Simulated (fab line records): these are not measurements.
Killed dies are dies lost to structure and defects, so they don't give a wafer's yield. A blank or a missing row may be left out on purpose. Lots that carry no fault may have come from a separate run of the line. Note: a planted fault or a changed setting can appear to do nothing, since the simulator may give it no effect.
fab line records    flow n5Finfet
record lots=7  wafers=21  lastDay=16
route steps=1938 shown BEOL_M6@1200
lots untouched by any fault: they come from a run of this same line in which no faults occurred
startH: hours from the record's opening day to when the first of the lot's shown wafers began    waitH: time in hours since the lot's previous step    " the same as in the row above    L1.1+2: a single row standing in for several wafers    - value missing, or start not given    * or withheld: withheld    < > ~ a bound
route shown NAME@n: NAME is a module with steps in the file, n the number in the route of the first one    usual: the fault-free wafers' mean and standard deviation    same: alike in all rows    chamber/n: place in a boat    sites: per-site readings    _std_site: standard deviation of those values    _edge_site: inner sites' mean taken away from outer sites' mean    radiusMm: for every site, how far away it sits from the centre of the wafer    mask NAME#n: copy n    behind: the most recent tool/chamber to have shaped the wafer    hold: why the lot went on hold/how many hours it stayed there/how the hold came to an end    device: transistor that didn't switch, given as n, p or np    end of line: tests of these same wafers at the route's end    for a step that has no rows: nothing shown but its recipe    killed: dies that structure and defects cost at the first sort, which is not the same as the wafer's yield    map: dies across one wafer; x = killed, . = not, _ = none there
set.NAME: setting as actually run; set.NAME@STEP: the setting as run at that earlier step    model.NAME: the simulator's own value behind a step, which no gauge read
lots at selected steps of the route; one table per step, one row per wafer
services: the hour from which a tool's chamber was out of use, counted from the record's first day as startH (under 0 if before that day), plus the number of hours and why
## steps
# step N5_BEOL_M6_COAT_60
# recipe resist=SiARC  tempC=220  timeS=60  spinRpm=1500  resistThkNm=35
# step N5_BEOL_M6_COAT_05
# recipe resist=CAR-ArF  spinRpm=1500  resistThkNm=90
# step N5_BEOL_M6_EBR_07
# recipe solvent=PGMEA  ebrWidthMm=1.5
# step N5_BEOL_M6_SOFTBAKE_06
# recipe tempC=110  timeS=60  resist=CAR-ArF
# step N5_BEOL_M6_EXPOSE_08
# recipe maskId=M6  na=1.35  sourceShape=dipole  sigmaInner=0.817  sigmaOuter=0.97  polarization=te  doseMj=68.25
# step N5_BEOL_M6_PEB_09
# recipe pebTempC=withheld  pebTimeS=60  resist=CAR-ArF
# step N5_BEOL_M6_DEVELOP_10
# recipe developTimeS=30  developer=TMAH  resist=CAR-ArF  rinseLiquid=diw  dry=airSpin  devTempC=23
# step N5_BEOL_M6_CD_MEAS_11
# recipe targetCdNm=38.5  landingEnergyEv=500  detector=seInlens  polarity=opening
# usual cdNm=38.5/0.39
lot.wafer  tool      chamber  startH  waitH  cdNm
L859.1     cdSem-01  0        195.03  -      37.8
L859.3     "         0        "       "      37.9
L859.5     "         0        "       "      38.6
L862.3     cdSem-01  0        208.93  -      38.5
L862.4     "         0        "       "      37.7
L862.5     "         0        "       "      38.2
L865.2     cdSem-02  0        219.94  -      38.5
L865.4     "         0        "       "      39.0
L865.5     "         0        "       "      38.4
L864.1     cdSem-03  0        225.36  -      38.8
L864.5     "         0        "       "      37.9
L864.6     "         0        "       "      37.7
L873.1     cdSem-03  0        271.76  -      38.9
L873.4     "         0        "       "      38.2
L873.6     "         0        "       "      38.7
L874.2     cdSem-01  0        284.88  -      38.9
L874.4     "         0        "       "      38.6
L874.5     "         0        "       "      39.2
L877.2     cdSem-02  0        293.84  -      37.8
L877.3     "         0        "       "      38.2
L877.4     "         0        "       "      38.0
# step N5_BEOL_M6_OVL_MEAS_12
# recipe pointsPerWafer=44
# usual M6_OVL=-0.6/0.69
lot.wafer  tool        chamber  startH  waitH  M6_OVL[nm]
L859.1     overlay-01  0        195.06  0.0    -0.8
L859.3     "           0        "       "      -0.9
L859.5     "           0        "       "      -1.3
L862.3     overlay-01  0        208.96  0.0    -0.6
L862.4     "           0        "       "      -0.7
L862.5     "           0        "       "      -0.4
L865.2     overlay-02  0        219.97  0.0    -1.2
L865.4     "           0        "       "      -0.6
L865.5     "           0        "       "      -1.2
L864.1     overlay-02  0        225.39  0.0    -1.0
L864.5     "           0        "       "      -1.2
L864.6     "           0        "       "      -1.7
L873.1     overlay-01  0        271.79  0.0    -0.9
L873.4     "           0        "       "      -0.3
L873.6     "           0        "       "      -0.7
L874.2     overlay-01  0        284.91  0.0    -0.5
L874.4     "           0        "       "      -0.9
L874.5     "           0        "       "      -1.6
L877.2     overlay-02  0        293.87  0.0    -1.3
L877.3     "           0        "       "      0.1
L877.4     "           0        "       "      -0.4
# step N5_BEOL_M6_INSPECT_13
# recipe mode=adi  inspectInstrument=brightfield
# usual rawDefectCount=384/84
lot.wafer  tool              chamber  startH  waitH  rawDefectCount
L859.1     defectInspect-01  -        195.08  0.0    390
L859.3     "                 -        "       "      288
L859.5     "                 -        "       "      439
L862.3     defectInspect-01  -        208.98  0.0    359
L862.4     "                 -        "       "      467
L862.5     "                 -        "       "      345
L865.2     defectInspect-01  -        220.00  0.0    402
L865.4     "                 -        "       "      425
L865.5     "                 -        "       "      520
L864.1     defectInspect-02  -        225.41  0.0    196
L864.5     "                 -        "       "      224
L864.6     "                 -        "       "      279
L873.1     defectInspect-01  -        271.81  0.0    348
L873.4     "                 -        "       "      364
L873.6     "                 -        "       "      430
L874.2     defectInspect-01  -        284.93  0.0    380
L874.4     "                 -        "       "      381
L874.5     "                 -        "       "      394
L877.2     defectInspect-02  -        293.89  0.0    383
L877.3     "                 -        "       "      480
L877.4     "                 -        "       "      378
# step N5_BEOL_M6_DESCUM_16
# recipe chemistry=O2  timeS=7.9  sourcePowerW=50  biasPowerW=20  pressureMtorr=20  rfFrequencyHz=2.712e+07  tempC=40  resist=CAR-ArF  o2FlowSccm=225
# usual drypumpMotorCurrentA=6.0/0.48  o2FlowSccm=224.9/0.7  oesProductAu=0.79/0.093  rfFwdPowerW=49.39/0.2  rfVppV=243.5/1.3  showerheadPlenumPTorr=2.11/0.071  throttleValvePct=20.34/0.27
lot.wafer  tool        chamber  startH  waitH  drypumpMotorCurrentA  o2FlowSccm  oesProductAu  rfFwdPowerW  rfHoursCounterH  rfVppV  showerheadPlenumPTorr  throttleValvePct
L859.1     rieDiel-04  1        196.00  0.9    5.7                   224.6       0.77          48.92        138              243.2   2.09                   20.66
L859.3     "           3        "       "      5.6                   225.4       0.72          49.40        200              244.6   2.16                   20.19
L859.5     "           0        "       "      6.6                   224.7       0.69          49.08        -                242.0   1.98                   20.29
L862.3     rieDiel-04  3        209.20  0.2    5.7                   224.4       0.72          49.37        205              243.7   2.16                   20.18
L862.4     "           0        "       "      6.6                   224.1       0.69          49.31        243              242.1   1.98                   20.28
L862.5     "           0        "       "      6.6                   224.9       0.69          49.48        -                241.0   1.98                   20.29
L865.2     rieDiel-04  3        220.10  0.1    5.7                   224.7       0.71          49.41        210              244.1   2.16                   20.18
L865.4     "           0        "       "      6.6                   225.1       0.69          49.49        -                240.5   1.98                   20.28
L865.5     "           3        "       "      5.7                   224.5       0.70          49.45        -                246.4   2.16                   20.17
L864.1     rieDiel-04  1        225.78  0.4    5.8                   225.1       0.77          48.99        149              244.0   2.09                   20.67
L864.5     "           3        "       "      5.6                   224.9       0.71          49.37        -                243.8   2.16                   20.19
L864.6     "           0        "       "      6.6                   223.7       0.69          49.31        -                242.0   1.97                   20.28
L873.1     rieDiel-05  1        271.85  0.0    6.3                   225.5       0.90          49.55        32               243.3   2.14                   20.16
L873.4     "           0        "       "      5.6                   224.1       0.79          49.12        119              242.2   2.01                   20.25
L873.6     "           3        "       "      5.5                   225.3       0.75          49.48        -                244.9   2.19                   20.63
L874.2     rieDiel-01  2        285.03  0.1    6.6                   225.5       0.68          49.60        231              243.5   2.07                   20.53
L874.4     "           2        "       "      6.6                   224.6       0.68          49.58        -                242.7   2.07                   20.53
L874.5     "           0        "       "      5.5                   225.5       0.83          49.82        -                241.6   2.11                   20.74
L877.2     rieDiel-04  3        293.93  0.0    5.7                   225.7       0.68          49.24        239              243.0   2.15                   20.22
L877.3     "           1        "       "      5.7                   224.5       0.73          49.20        176              243.1   2.08                   20.70
L877.4     "           0        "       "      6.6                   225.3       0.95          49.41        15               243.5   2.23                   19.91
# step N5_BEOL_M6_ETCH_61
# recipe chemistry=CF4  target=SiARC  targetDepthA=455  maskMaterial=CAR-ArF  timeS=75.8  ionEnergyEv=80  pressureMtorr=40  sourceW=545  biasW=36  Ar_flow_sccm=100  cf4FlowSccm=100  ends=cleared
# usual biasW=36.00/0.11  drypumpMotorCurrentA=6.0/0.48  etchRfOnTimeS=76.3/1.1  mfcArSccm=100.0/0.3  oesProductAu=0.67/0.076  rfFwdPowerW=539.4/2  rfVppV=184.3/1.3  showerheadPlenumPTorr=2.16/0.068  throttleValvePct=15.55/0.27
lot.wafer  tool        chamber  startH  waitH  biasW  drypumpMotorCurrentA  etchRfOnTimeS  mfcArSccm  oesProductAu  rfFwdPowerW  rfHoursCounterH  rfVppV  showerheadPlenumPTorr  throttleValvePct
L859.1     rieDiel-04  1        196.03  0.0    35.97  5.7                   73.9           99.9       0.67          540.1        138              184.0   2.14                   15.86
L859.3     "           3        "       "      36.06  5.6                   76.3           99.6       0.62          543.0        200              185.3   2.21                   15.45
L859.5     "           0        "       "      36.09  6.6                   76.7           100.1      0.59          541.7        -                182.7   2.03                   15.52
L862.3     rieDiel-04  3        209.23  0.0    35.77  5.7                   75.9           99.6       0.61          541.8        205              185.2   2.21                   15.47
L862.4     "           0        "       "      36.10  6.6                   76.7           100.1      0.59          540.1        243              182.5   2.03                   15.53
L862.5     "           0        "       "      36.17  6.6                   76.8           100.3      0.59          537.8        -                183.5   2.03                   15.52
L865.2     rieDiel-04  3        220.13  0.0    35.95  5.6                   76.6           99.8       0.60          541.1        210              185.2   2.21                   15.49
L865.4     "           0        "       "      36.14  6.6                   77.3           99.9       0.58          539.1        -                180.7   2.02                   15.53
L865.5     "           3        "       "      36.09  5.7                   76.5           100.2      0.61          540.3        -                183.2   2.21                   15.46
L864.1     rieDiel-04  1        225.81  0.0    35.85  5.7                   75.3           100.3      0.65          539.2        149              184.7   2.14                   15.87
L864.5     "           3        "       "      36.02  5.6                   77.2           100.3      0.61          541.3        -                185.6   2.21                   15.47
L864.6     "           0        "       "      36.08  6.6                   77.6           100.0      0.58          539.4        -                181.2   2.02                   15.56
L873.1     rieDiel-05  1        271.88  0.0    35.90  6.3                   77.0           100.1      0.75          542.2        32               184.7   2.19                   15.33
L873.4     "           0        "       "      35.83  5.6                   77.4           99.9       0.67          536.7        119              184.3   2.07                   15.54
L873.6     "           3        "       "      36.02  5.5                   76.9           100.2      0.64          538.9        -                185.6   2.23                   15.79
L874.2     rieDiel-01  2        285.08  0.0    36.01  6.6                   77.4           99.6       0.58          542.0        231              184.6   2.12                   15.72
L874.4     "           2        "       "      36.09  6.6                   77.2           99.7       0.58          540.0        -                182.8   2.12                   15.74
L874.5     "           0        "       "      36.18  5.5                   76.5           100.3      0.72          542.9        -                184.0   2.17                   15.93
L877.2     rieDiel-04  3        293.96  0.0    35.94  5.6                   77.1           99.9       0.59          541.0        239              184.4   2.20                   15.50
L877.3     "           1        "       "      36.05  5.7                   75.8           99.7       0.63          540.1        176              185.9   2.13                   15.95
L877.4     "           0        "       "      35.80  6.6                   75.1           99.7       0.80          538.0        15               186.0   2.27                   15.07
# step N5_BEOL_M6_ETCH_62
# recipe chemistry=N2/H2  target=SOC  targetDepthA=1100  overetchA=220  maskMaterial=SiARC  tempC=40  timeS=165  ionEnergyEv=200  pressureMtorr=30  sourceW=840  biasW=150  n2FlowSccm=200  h2FlowSccm=200
# usual biasW=150.0/0.47  drypumpMotorCurrentA=6.0/0.48  oesProductAu=0.67/0.073  rfFwdPowerW=837.7/2.4  rfVppV=524.5/2.6  showerheadPlenumPTorr=2.56/0.085  throttleValvePct=17.71/0.28
lot.wafer  tool        chamber  startH  waitH  biasW  drypumpMotorCurrentA  oesProductAu  rfFwdPowerW  rfHoursCounterH  rfVppV  showerheadPlenumPTorr  throttleValvePct  model.SiARC_of_BEOL_M6_COAT_60.thkNm
L859.1     rieDiel-04  1        196.09  0.0    149.4  5.7                   0.65          836.0        138              523.7   2.55                   18.15             28.2
L859.3     "           3        "       "      150.1  5.7                   0.60          840.1        200              525.5   2.62                   17.56             28.4
L859.5     "           0        "       "      150.2  6.6                   0.59          841.0        -                520.2   2.40                   17.70             28.6
L862.3     rieDiel-04  3        209.29  0.0    150.2  5.7                   0.61          836.1        205              525.2   2.62                   17.59             28.4
L862.4     "           0        "       "      184.9  6.6                   0.59          839.7        244              593.6   2.40                   17.69             26.6
L862.5     "           0        "       "      184.0  6.6                   0.59          840.9        -                593.9   2.40                   17.69             26.6
L865.2     rieDiel-04  3        220.19  0.0    150.2  5.7                   0.60          831.8        210              526.3   2.62                   17.59             28.6
L865.4     "           0        "       "      183.8  6.6                   0.58          837.1        -                591.5   2.40                   17.69             26.8
L865.5     "           3        "       "      150.0  5.7                   0.61          835.5        -                527.0   2.62                   17.59             28.6
L864.1     rieDiel-04  1        225.87  0.0    150.1  5.7                   0.65          839.9        149              523.7   2.54                   18.14             28.2
L864.5     "           3        "       "      150.5  5.7                   0.61          836.1        -                525.9   2.62                   17.61             28.4
L864.6     "           0        "       "      184.3  6.6                   0.58          839.1        -                591.8   2.40                   17.71             26.8
L873.1     rieDiel-05  1        271.94  0.0    150.1  6.3                   0.75          836.6        32               526.2   2.59                   17.47             28.6
L873.4     "           0        "       "      149.9  5.6                   0.68          836.6        119              520.9   2.44                   17.58             28.4
L873.6     "           3        "       "      149.7  5.5                   0.64          840.8        -                527.3   2.64                   17.86             28.6
L874.2     rieDiel-01  2        285.17  0.1    149.8  6.6                   0.58          836.2        231              523.6   2.50                   17.82             28.6
L874.4     "           2        "       "      150.1  6.6                   0.59          838.1        -                522.8   2.50                   17.84             28.6
L874.5     "           0        "       "      149.3  5.5                   0.70          839.6        -                524.9   2.57                   18.12             28.6
L877.2     rieDiel-04  3        294.02  0.0    150.6  5.7                   0.58          839.4        239              527.1   2.61                   17.64             28.6
L877.3     "           1        "       "      150.3  5.7                   0.62          836.8        176              523.1   2.53                   18.19             28.2
L877.4     "           0        "       "      150.6  6.6                   0.79          838.6        15               527.8   2.71                   17.28             28.4
# step N5_BEOL_M6_STRIP_68
# recipe chemistry=N2/H2  tempC=40  n2FlowSccm=200  h2FlowSccm=200  rfFrequencyHz=6e+07
## services
tool        chamber  startH  hours  kind
rieDiel-04  2        175.20  -      clean
rieDiel-04  2        175.20  -      consumableReplace:focusRing
rieDiel-04  2        175.20  17.6   scheduledDown
rieDiel-04  2        175.20  17.6   ventCycle
rieDiel-01  -        182.64  29.3   repair
rieDiel-04  2        210.03  5.3    repair
rieDiel-04  1        217.31  5.0    repair
rieDiel-01  3        221.31  4.5    repair
rieDiel-04  0        226.04  -      clean
rieDiel-04  0        226.04  -      consumableReplace:focusRing
rieDiel-04  0        226.04  -      consumableReplace:showerhead
rieDiel-01  2        240.16  6.1    repair
rieDiel-04  1        265.61  2.8    repair
rieDiel-04  1        270.86  4.3    repair
rieDiel-01  3        279.36  -      clean
rieDiel-01  3        279.36  -      consumableReplace:focusRing
rieDiel-01  3        279.36  -      consumableReplace:showerhead
rieDiel-01  3        279.36  15.2   scheduledDown
rieDiel-01  3        279.36  15.2   ventCycle
rieDiel-04  3        283.85  4.2    repair
rieDiel-01  1        284.52  2.1    repair
## key
firstSign step=N5_BEOL_M6_ETCH_62  reading=biasW  direction=up  sigmas=72  usual=*  struck=*
effect step=N5_BEOL_M6_ETCH_62  reading=rfVppV  direction=up  sigmas=27  usual=524.5  struck=592.7
modelEffect step=N5_BEOL_M6_ETCH_62  value=SiARC_of_BEOL_M6_COAT_60.thkNm  without=28.5  struck=26.7
metAt N5_BEOL_M6_ETCH_62
struckWafers L862.4,L862.5,L864.6,L865.4
onsetBetween 196.09 209.29
fault kind=processParameterDrift  tool=rieDiel-04  chamber=0  onsetH=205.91  steps=N5_BEOL_M6_ETCH_62  channel=biasW  offset=*  shape=step  endH=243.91  actsIn=*  stated=*
